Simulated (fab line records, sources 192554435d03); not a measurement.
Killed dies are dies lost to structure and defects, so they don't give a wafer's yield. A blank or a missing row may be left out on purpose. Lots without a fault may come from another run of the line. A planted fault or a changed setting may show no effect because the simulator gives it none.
fab line records | flow n5_finfet
record lots=7 wafers=39
route steps=1938 shown FIN_CUT@169 DUMMY_GATE@248 HKMG_FIN@402 GATE_CUT@466 MOL_CONTACT_COAG@570
start_h: hours from the record's first day to the start of the lot's first wafer shown | wait_h: hours since the lot's step before | " the same as in the row above | L1.1+2: a row that stands for several wafers | - no value, or no start given | * or withheld: withheld | < > ~ a bound
route shown NAME@n: a module of which the file shows steps, and the number in the route of the first | usual: mean/standard deviation of fault-free wafers | same: alike in all rows | chamber/n: place in a boat | sites: the reading at each site | _std_site: their standard deviation | _edge_site: outer sites' mean less inner sites' | radius_mm: how far each site lies from the wafer's centre | mask NAME#n: copy n | behind: the tool/chamber that last shaped the wafer | hold: why the lot was held/for how many hours/how that ended | device: the transistor (n, p or np) that didn't switch | end of line: the same wafers' tests at the end of the route | a step without rows: its recipe alone | killed: dies lost to structure and defects at the first sort, not the wafer's yield | map: a wafer's dies, x killed, . not, _ none there
set.NAME: the setting as run; set.NAME@STEP: as run at that earlier step | model.NAME: the simulator's own value behind a step, which no gauge read
lots whose settings were changed on purpose; a table a step, a row a wafer
## steps
# step N5_FIN_CUT_ETCH_21
# recipe chemistry=N2/H2 target=SOC target_depth_a=2190 overetch_a=438 mask_material=SiARC temp_c=40 ion_energy_ev=100 bias_w=61 time_s=523.5 pressure_mtorr=30 source_w=850 n2_flow_sccm=200 h2_flow_sccm=200
# columns lot.wafer tool chamber start_h wait_h set.time_s model.SiARC_of_FIN_CUT_COAT_19.thk_nm
L079.1+5 rie_diel-06 0,3 58.34 0.0 484.5 12.4
L079.2 " 1 " " 484.5 12.2
L079.3+4 " 3,2 " " 523.5 11.8
L079.6 " 2 " " 523.5 11.6
L084.1+6 rie_diel-04 3 87.49 0.0 523.5 12
L084.2+3+5 " 2,0,0 " " 523.5 12.2
L084.4 " 1 " " 523.5 12.4
L085.1+2 rie_diel-04 0,2 94.18 0.0 523.5 12
L085.3 " 1 " " 523.5 12.2
L085.4 " 3 " " 490.5 12.2
L085.5 " 0 " " 490.5 12.6
L085.6 " 3 " " 490.5 12.4
L088.1+4 rie_diel-04 2,1 111.43 0.0 523.5 12.2
L088.2 " 3 " " 523.5 11.8
L088.3+6 " 0 " " 637.2 10.4
L088.5 " 3 " " 637.2 10
L094.1 rie_diel-04 3 149.78 0.0 629.5 10.2
L094.2+6 " 1 " " 629.5 10.8
L094.3+4+5 " 0,2,0 " " 523.5 12.2
L095.4+6 rie_diel-06 3 155.53 0.0 523.5 12
L095.5 " 0 " " 523.5 11.8
L097.1+6 rie_diel-02 1 166.57 0.0 490.1 12.2
L097.2+5 " 3,2 " " 523.5 11.6
L097.3 " 2 " " 490.1 12
L097.4 " 0 " " 523.5 12
# step N5_DUMMY_GATE_ETCH_44
# recipe chemistry=HBr/O2 over_etch_frac=0.7 target_depth_a=1275 stop_on=SiO2 ion_energy_ev=60 bias_w=20 target=poly-Si mask_material=SiO2 pressure_mtorr=20 icp_w=400 HBr_flow_sccm=120 O2_flow_sccm=10
# usual oes_product_au=0.722/0.011
# columns lot.wafer tool chamber start_h wait_h set.target_depth_a oes_product_au
L079.1 rie_si-02 2 80.59 0.0 1356 0.685
L079.2 " 0 " " 1356 0.693
L079.3 " 1 " " 1356 0.695
L079.4 " 3 " " 1275 0.720
L079.5 " 1 " " 1275 0.716
L079.6 " 0 " " 1275 0.727
L084.1 rie_si-01 0 109.53 0.0 1222 0.739
L084.2 " 3 " " 1275 0.723
L084.3 " 2 " " 1275 0.724
L084.4 " 1 " " 1222 0.732
L084.5 " 1 " " 1275 0.720
L084.6 " 0 " " 1222 0.729
L085.1 rie_si-04 0 113.31 0.0 1275 0.727
L085.2 " 3 " " 1275 0.737
L085.3 " 1 " " 1416 0.663
L085.4 " 2 " " 1275 0.715
L085.5 " 3 " " 1416 0.695
L085.6 " 2 " " 1416 0.677
L088.1 rie_si-04 2 131.43 0.0 1275 0.716
L088.2 " 1 " " 1195 0.748
L088.3 " 0 " " 1195 0.745
L088.4 " 3 " " 1275 0.726
L088.5 " 1 " " 1275 0.709
L088.6 " 2 " " 1195 0.741
L094.1 rie_si-02 0 169.33 0.0 1194 0.740
L094.2 " 2 " " 1275 0.708
L094.3 " 1 " " 1275 0.717
L094.4 " 3 " " 1194 0.741
L094.5 " 1 " " 1275 0.718
L094.6 " 2 " " 1194 0.725
L095.4 rie_si-04 0 177.18 0.0 1275 0.732
L095.5 " 3 " " 1275 0.733
L095.6 " 2 " " 1275 0.727
L097.1 rie_si-01 0 186.71 0.0 1275 0.724
L097.2 " 3 " " 1220 0.747
L097.3 " 2 " " 1220 0.747
L097.4 " 1 " " 1275 0.719
L097.5 " 1 " " 1275 0.726
L097.6 " 0 " " 1220 0.721
# step N5_HKMG_FIN_ETCH_54
# recipe chemistry=CF4 target=SiARC target_depth_a=455 mask_material=CAR-ArF time_s=75.8 ion_energy_ev=80 pressure_mtorr=40 source_w=545 bias_w=36 Ar_flow_sccm=100 cf4_flow_sccm=100 ends=cleared
# usual etch_rf_on_time_s=76.1/2.1 rf_vpp_V=184.2/1.2
# columns lot.wafer tool chamber start_h wait_h set.source_w etch_rf_on_time_s rf_vpp_V
L079.1 rie_diel-05 2 105.65 0.0 447.6 89.8 197.4
L079.2 " 0 " " 545 74.8 182.6
L079.3 " 1 " " 447.6 91.5 196.3
L079.4 " 1 " " 545 76.3 182.7
L079.5 " 2 " " 545 75.5 182.2
L079.6 " 0 " " 447.6 89.1 198.2
L084.1 rie_diel-05 2 137.51 0.0 545 74.7 183.9
L084.2 " 0 " " 582.1 69.5 179.9
L084.3 " 1 " " 582.1 71.9 180.1
L084.4 " 3 " " 582.1 71.6 180.1
L084.5 " 1 " " 545 77.1 183.8
L084.6 " 0 " " 545 74.8 186.3
L085.1 rie_diel-01 2 138.00 0.0 647.2 65.2 173.5
L085.2 " 1 " " 545 73.9 184.1
L085.3 " 0 " " 647.2 67.5 174.6
L085.4 " 3 " " 647.2 65.8 174.5
L085.5 " 2 " " 545 76.1 183.5
L085.6 " 1 " " 545 74.3 185.5
L088.1 rie_diel-01 1 154.97 0.0 580.6 70.3 180.1
L088.2 " 2 " " 545 75.8 182.5
L088.3 " 3 " " 580.6 73.7 180.4
L088.4 " 1 " " 580.6 70.1 180.9
L088.5 " 2 " " 545 76.2 182.5
L088.6 " 3 " " 545 77.1 183.9
L094.1 rie_diel-05 0 195.48 0.0 545 74.7 184.2
L094.2 " 3 " " 545 75.2 183.9
L094.3 " 1 " " 545 75.8 182.9
L094.4 " 2 " " 545 74.5 184.3
L094.5 " 0 " " 545 75.0 182.8
L094.6 " 3 " " 545 75.8 182.1
L095.4 rie_diel-03 3 200.87 0.0 545 81.3 185.5
L095.5 " 0 " " 545 78.5 181.6
L095.6 " 1 " " 545 72.5 185.0
L097.1 rie_diel-05 3 215.05 0.0 545 77.4 184.3
L097.2 " 0 " " 545 75.8 185.3
L097.3 " 1 " " 545 77.4 182.9
L097.4 " 2 " " 545 75.9 183.6
L097.5 " 3 " " 545 76.2 184.8
L097.6 " 2 " " 545 75.3 184.1
# step N5_HKMG_FIN_ETCH_32
# recipe chemistry=N2/H2 target=SOC target_depth_a=2400 temp_c=40 time_s=300 ion_energy_ev=200 mask_material=SiARC pressure_mtorr=30 source_w=840 bias_w=150 n2_flow_sccm=200 h2_flow_sccm=200
# usual rf_vpp_V=524/3.2
# columns lot.wafer tool chamber start_h wait_h set.bias_w rf_vpp_V
L079.1 rie_diel-03 2 108.97 0.0 128.1 478
L079.2 " 0 " " 150 519
L079.3 " 1 " " 150 519
L079.4 " 2 " " 128.1 479
L079.5 " 1 " " 128.1 471
L079.6 " 0 " " 150 522
L084.1 rie_diel-05 1 141.31 0.0 150 521
L084.2 " 2 " " 150 524
L084.3 " 3 " " 132.2 480
L084.4 " 0 " " 132.2 485
L084.5 " 2 " " 150 522
L084.6 " 1 " " 132.2 481
L085.1 rie_diel-01 2 141.63 0.0 150 519
L085.2 " 1 " " 135 493
L085.3 " 3 " " 135 490
L085.4 " 1 " " 150 527
L085.5 " 2 " " 150 519
L085.6 " 3 " " 135 490
L088.1 rie_diel-05 2 158.40 0.0 150 524
L088.2 " 0 " " 135.9 493
L088.3 " 1 " " 150 521
L088.4 " 3 " " 135.9 489
L088.5 " 0 " " 150 526
L088.6 " 3 " " 135.9 490
L094.1 rie_diel-03 1 198.97 0.0 159.7 549
L094.2 " 2 " " 150 528
L094.3 " 3 " " 159.7 549
L094.4 " 0 " " 150 521
L094.5 " 1 " " 159.7 550
L094.6 " 0 " " 150 519
L095.4 rie_diel-01 0 204.20 0.0 150 527
L095.5 " 0 " " 150 526
L095.6 " 3 " " 150 524
L097.1 rie_diel-01 3 218.55 0.0 142 507
L097.2 " 1 " " 142 508
L097.3 " 0 " " 142 508
L097.4 " 2 " " 150 528
L097.5 " 3 " " 150 525
L097.6 " 0 " " 150 526
# step N5_GATE_CUT_ETCH_56
# recipe chemistry=Cl2/Ar target=TiN target_depth_a=216 pressure_mtorr=10 icp_w=600 bias_w=60 Cl2_flow_sccm=40 Ar_flow_sccm=60
# columns lot.wafer tool chamber start_h wait_h set.icp_w model.etch.depth_nm
L079.1 rie_metal-03 1 113.70 0.1 600 22.67
L079.2 " 0 " " 600 22.36
L079.3 " 1 " " 600 22.53
L079.4 " 0 " " 600 22.42
L079.5 " 0 " " 600 22.3
L079.6 " 1 " " 600 22.45
L084.1 rie_metal-01 1 145.74 0.1 600 21.13
L084.2 " 0 " " 527.5 19.32
L084.3 " 0 " " 600 21.9
L084.4 " 1 " " 527.5 18.98
L084.5 " 1 " " 527.5 19.13
L084.6 " 0 " " 600 21.89
L085.1 rie_metal-01 0 146.43 0.1 600 21.75
L085.2 " 1 " " 563 20.29
L085.3 " 0 " " 600 21.83
L085.4 " 1 " " 563 20.21
L085.5 " 0 " " 600 21.79
L085.6 " 1 " " 563 20.13
L088.1 rie_metal-01 1 162.85 0.1 600 20.96
L088.2 " 0 " " 600 21.54
L088.3 " 0 " " 528.6 19.23
L088.4 " 1 " " 600 21.17
L088.5 " 0 " " 528.6 19.28
L088.6 " 1 " " 528.6 18.93
L094.1 rie_metal-02 1 203.61 0.2 600 22.01
L094.2 " 1 " " 600 22.15
L094.3 " 1 " " 600 21.99
L094.4 " 1 " " 600 21.93
L094.5 " 1 " " 600 21.96
L094.6 " 1 " " 600 22.09
L095.4 rie_metal-02 1 208.85 0.2 600 22.05
L095.5 " 1 " " 600 22.35
L095.6 " 1 " " 600 22.33
L097.1 rie_metal-02 0 223.01 0.1 514.3 19.62
L097.2 " 1 " " 600 21.95
L097.3 " 0 " " 600 22.61
L097.4 " 1 " " 514.3 19.41
L097.5 " 1 " " 600 21.93
L097.6 " 0 " " 514.3 19.63
# step N5_GATE_CUT_CUT_ETCH_53
# recipe chemistry=SF6/Cl2 target=W mask_material=SiO2 target_depth_a=792 pressure_mtorr=8 icp_w=900 bias_w=80 SF6_flow_sccm=40 Cl2_flow_sccm=60 ends=cleared
# usual etch_rf_on_time_s=25.9/0.49
# columns lot.wafer tool chamber start_h wait_h set.icp_w etch_rf_on_time_s
L079.1 rie_metal-03 1 117.81 0.1 900 25.6
L079.2 " 0 " " 900 25.7
L079.3 " 1 " " 900 25.5
L079.4 " 0 " " 900 25.8
L079.5 " 0 " " 900 26.0
L079.6 " 1 " " 900 25.6
L084.1 rie_metal-02 1 150.00 0.1 817.2 28.0
L084.2 " 1 " " 817.2 28.1
L084.3 " 1 " " 817.2 28.0
L084.4 " 1 " " 900 25.8
L084.5 " 1 " " 900 25.9
L084.6 " 1 " " 900 25.9
L085.1 rie_metal-02 0 151.92 0.1 900 26.0
L085.2 " 1 " " 1035 23.1
L085.3 " 1 " " 1035 23.0
L085.4 " 0 " " 1035 23.2
L085.5 " 0 " " 900 26.2
L085.6 " 1 " " 900 25.9
L088.1 rie_metal-01 0 166.79 0.1 900 26.0
L088.2 " 1 " " 900 26.5
L088.3 " 0 " " 825.2 28.0
L088.4 " 1 " " 825.2 28.6
L088.5 " 0 " " 825.2 27.8
L088.6 " 1 " " 900 26.3
L094.1 rie_metal-01 0 207.97 0.1 954.5 25.0
L094.2 " 1 " " 954.5 25.2
L094.3 " 1 " " 900 26.7
L094.4 " 0 " " 900 26.2
L094.5 " 0 " " 900 26.3
L094.6 " 1 " " 954.5 25.5
L095.4 rie_metal-03 1 213.10 0.1 900 25.3
L095.5 " 1 " " 900 25.3
L095.6 " 0 " " 900 25.3
L097.1 rie_metal-03 1 227.02 0.1 799.1 27.9
L097.2 " 0 " " 799.1 27.9
L097.3 " 1 " " 900 25.1
L097.4 " 0 " " 799.1 28.1
L097.5 " 0 " " 900 25.2
L097.6 " 1 " " 900 25.1
# step N5_MOL_CONTACT_COAG_EXPOSE_81
# recipe mask_id=VG na=0.33 source_shape=annular sigma_inner=0.3 sigma_outer=0.7 polarization=unpolarized defocus_nm=0 dose_mj=59.5
# columns lot.wafer tool chamber start_h wait_h mask set.dose_mj
L079.1+2+6 euv_scanner-01 0 130.57 - VG#0 56.03
L079.3+4+5 " 0 " " VG#0 59.5
L084.1+2+3+4+5+6 euv_scanner-02 0 166.30 - VG#0 59.5
L085.1+2+3+4+5+6 euv_scanner-01 0 166.64 - VG#0 59.5
L088.1+2+3+4+5+6 euv_scanner-01 0 182.98 - VG#0 59.5
L094.1+4+5 euv_scanner-02 0 220.51 - VG#0 56.57
L094.2+3+6 " 0 " " VG#0 59.5
L095.4+5+6 euv_scanner-02 0 227.69 - VG#0 59.5
L097.1+3+4 euv_scanner-02 0 240.49 - VG#0 59.5
L097.2+5+6 " 0 " " VG#0 56.37
# step N5_MOL_CONTACT_COAG_PEB_82
# recipe peb_temp_c=100 peb_time_s=60 resist=CAR-EUV
# step N5_MOL_CONTACT_COAG_DEVELOP_83
# recipe develop_time_s=30 developer=TMAH resist=CAR-EUV rinse_liquid=surfactant_rinse dry=air_spin dev_temp_c=23
# step N5_MOL_CONTACT_COAG_CD_MEAS_84
# recipe target_cd_nm=25.1 landing_energy_ev=500 detector=se_inlens polarity=opening
# usual cd_nm=25.08/0.25
# columns lot.wafer tool chamber start_h wait_h set.dose_mj@MOL_CONTACT_COAG_EXPOSE_81 cd_nm
L079.1 cd_sem-01 0 130.71 - 56.03 23.88
L079.2 " 0 " " 56.03 23.54
L079.3 " 0 " " 59.5 25.44
L079.4 " 0 " " 59.5 25.48
L079.5 " 0 " " 59.5 25.13
L079.6 " 0 " " 56.03 23.53
L084.1 cd_sem-03 0 166.45 - 59.5 24.50
L084.2 " 0 " " 59.5 24.87
L084.3 " 0 " " 59.5 24.98
L084.4 " 0 " " 59.5 24.77
L084.5 " 0 " " 59.5 25.11
L084.6 " 0 " " 59.5 25.17
L085.1 cd_sem-02 0 166.78 - 59.5 25.05
L085.2 " 0 " " 59.5 25.08
L085.3 " 0 " " 59.5 24.83
L085.4 " 0 " " 59.5 24.73
L085.5 " 0 " " 59.5 25.03
L085.6 " 0 " " 59.5 24.97
L088.1 cd_sem-01 0 183.12 - 59.5 24.72
L088.2 " 0 " " 59.5 25.00
L088.3 " 0 " " 59.5 24.95
L088.4 " 0 " " 59.5 25.34
L088.5 " 0 " " 59.5 25.19
L088.6 " 0 " " 59.5 24.91
L094.1 cd_sem-03 0 220.65 - 56.57 23.90
L094.2 " 0 " " 59.5 24.78
L094.3 " 0 " " 59.5 25.17
L094.4 " 0 " " 56.57 23.64
L094.5 " 0 " " 56.57 24.17
L094.6 " 0 " " 59.5 25.38
L095.4 cd_sem-02 0 227.81 - 59.5 25.36
L095.5 " 0 " " 59.5 25.30
L095.6 " 0 " " 59.5 25.10
L097.1 cd_sem-01 0 240.63 - 59.5 25.07
L097.2 " 0 " " 56.37 24.09
L097.3 " 0 " " 59.5 25.50
L097.4 " 0 " " 59.5 25.18
L097.5 " 0 " " 56.37 24.25
L097.6 " 0 " " 56.37 23.96
## key
split step=N5_FIN_CUT_ETCH_21 setting=time_s stated=523.5 by=wafer
response step=N5_FIN_CUT_ETCH_21 reading=model.SiARC_of_FIN_CUT_COAT_19.thk_nm change=-0.0792 per=1% r=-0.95
split step=N5_DUMMY_GATE_ETCH_44 setting=target_depth_a stated=1275 by=wafer
response step=N5_DUMMY_GATE_ETCH_44 reading=oes_product_au change=-0.00409 per=1% r=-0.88
split step=N5_HKMG_FIN_ETCH_54 setting=source_w stated=545 by=wafer
response step=N5_HKMG_FIN_ETCH_54 reading=etch_rf_on_time_s change=* per=1% r=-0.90
response step=N5_HKMG_FIN_ETCH_54 reading=rf_vpp_V change=-0.661 per=1% r=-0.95
split step=N5_HKMG_FIN_ETCH_32 setting=bias_w stated=150 by=wafer
response step=N5_HKMG_FIN_ETCH_32 reading=rf_vpp_V change=+3.27 per=1% r=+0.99
split step=N5_GATE_CUT_ETCH_56 setting=icp_w stated=600 by=wafer
response step=N5_GATE_CUT_ETCH_56 reading=model.etch.depth_nm change=+0.192 per=1% r=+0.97
split step=N5_GATE_CUT_CUT_ETCH_53 setting=icp_w stated=900 by=wafer
response step=N5_GATE_CUT_CUT_ETCH_53 reading=etch_rf_on_time_s change=* per=1% r=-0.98
split step=N5_MOL_CONTACT_COAG_EXPOSE_81 setting=dose_mj stated=59.5 by=wafer
response step=N5_MOL_CONTACT_COAG_CD_MEAS_84 reading=cd_nm change=+0.255 per=1% r=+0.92
